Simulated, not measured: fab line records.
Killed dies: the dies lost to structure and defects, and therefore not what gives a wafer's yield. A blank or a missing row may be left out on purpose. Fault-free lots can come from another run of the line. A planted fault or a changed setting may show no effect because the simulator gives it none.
8D (eight disciplines) problem report, filled in by code -- flow n5_finfet -- the parts of the form that need people (team, actions taken, sign-off) are left out

1. WHAT IS WRONG
Wafers without a fault read 0.75 a.u., standard deviation 0.031; oes_product_au at N5_ZERO_LAYER_ETCH_17 reads a mean of 1.06 a.u. on 2 wafers belonging to 2 lots. That is +10 standard deviations from the usual mean.
The step: etches SiO2 in CF4, target depth 12 nm, time 13.3 s.
Seen first at day 5 00:43 on rie_diel-04, wafer L554.4. The record has a number at this step for 25 wafers belonging to 9 lots. The rule behind "out" and "out of limits": a value lying over 4 standard deviations away from the usual mean. Any other wafer with a number is counted as sound.

2. WHAT IT IS; WHAT IT IS NOT
question,is,is not
which readings at this step,oes_product_au,"drypump_motor_current_A, rf_vpp_V, showerhead_plenum_p_Torr"
which lots,"L554, L556","L540, L546, L547, L549, L552, L560, L563"
which wafers of those lots,"L554.4, L556.1","L554.2, L556.6"
read on which tools,rie_diel-04,"rie_diel-02, rie_diel-03"
when,from day 5 00:43,"up to then (16 sound wafers); but 7 sound wafers of L556, L560, L563 came after"

3. SUSPECTS, AND WHAT RULES EACH OUT
Counting: any tool at a process step up to the reading remains a suspect provided it ran every lot that is out. Sound lots after the first of them don't rule it out here, since some wafers of a struck lot are sound.
- rie_diel-04 at N5_ZERO_LAYER_ETCH_17 (etches SiO2 in CF4, target depth 12 nm, time 13.3 s): kept. It ran every lot that is out, first L554 (day 5 00:43); its last sound lot up to then is L549 (day 3 19:48). On those wafers its own readings are out: oes_product_au.
- Within rie_diel-04 at N5_ZERO_LAYER_ETCH_17: the wafers that are out ran in chambers 0, 2; their sound lot-mates ran in chamber 1.
After counting, what remains is rie_diel-04 at N5_ZERO_LAYER_ETCH_17.

4. THE CAUSE (what the simulator had put in)
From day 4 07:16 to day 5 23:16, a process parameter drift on rie_diel-04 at N5_ZERO_LAYER_ETCH_17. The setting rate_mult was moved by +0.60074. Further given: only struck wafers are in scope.
This tool alone remained once counting was done.

5. SEQUENCE OF EFFECTS, ordered by route
One row per reading whose mean, taken over the struck wafers that have a number, lies over 3 standard deviations from the usual. Only readings whose record carries a usual standard deviation are examined. hours: median over the lots of the time between each lot's start at the first step of this table that gives one and its start at this step. sigmas: the change, counted in usual standard deviations.
hours,step,reading,usual,on struck wafers,change,sigmas
0,N5_ZERO_LAYER_ETCH_17,oes_product_au,0.75 a.u.,1.06,+0.31,+10
Here are the process steps it includes:
- N5_ZERO_LAYER_ETCH_17: etches SiO2 in CF4, target depth 12 nm, time 13.3 s.
At these later measuring or inspecting steps, every struck wafer for which the step has a row has a number for every such reading, and none has moved that far: N5_WELL_APT_OVL_MEAS_26, N5_BEOL_M4_RC_MEAS_101.

6. WHAT WOULD HAVE CAUGHT IT SOONER
In this record no reading fell out of limits until day 5 00:43, 17 hours after the fault had begun at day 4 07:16.
